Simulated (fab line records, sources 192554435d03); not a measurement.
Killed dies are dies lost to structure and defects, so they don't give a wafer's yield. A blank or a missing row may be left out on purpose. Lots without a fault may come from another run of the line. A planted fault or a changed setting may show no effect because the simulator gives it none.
Chamber matching | flow n5_finfet | N5_FIN_SAQP_PECVD_47 on pecvd-02: 3 sister chambers
The step deposits a-Si from SiH4/He, target thk 45 nm, time 36.3 s. 3 wafers are shown with their chamber, then 7 later ones without.

WAFERS WITH THEIR CHAMBER
wafer  | chamber | throttle_valve_pct (%)
L835.3 | 0       | 18.6
L837.1 | 1       | 17.9
L837.4 | 2       | 17.1

WAFERS WITHOUT THEIR CHAMBER
wafer  | throttle_valve_pct (%)
L837.5 | 18.6
L838.1 | 17.6
L838.4 | 17.6
L838.6 | 18.9
L839.3 | 18.9
L839.4 | 17.4
L839.6 | 19.2

WHICH CHAMBER EACH WENT THROUGH
wafer  | from the rows above     | in truth
L837.5 | 0                       | 0
L838.1 | can't be placed: 1 or 2 | 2
L838.4 | can't be placed: 1 or 2 | 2
L838.6 | 0                       | 0
L839.3 | 0                       | 0
L839.4 | can't be placed: 2 or 1 | 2
L839.6 | 0                       | 0
Placed correctly: 4 of 7. Can't be placed from these rows: 3 (the true chamber is among the candidates in 3). Placed wrongly: 0.
How it was worked out, from the rows above alone: a wafer's distance from a chamber is the root of the sum, over the readings, of the square of ((its reading less the chamber's mean) divided by the reading's scatter). The wafer belongs to the nearest chamber; if the next one is less than 2 further off, it can't be placed. A chamber's mean is the mean of its shown wafers. The scatter: with one shown wafer a chamber, the root of the mean of the squares of how far each hidden wafer lies from its nearest shown one.
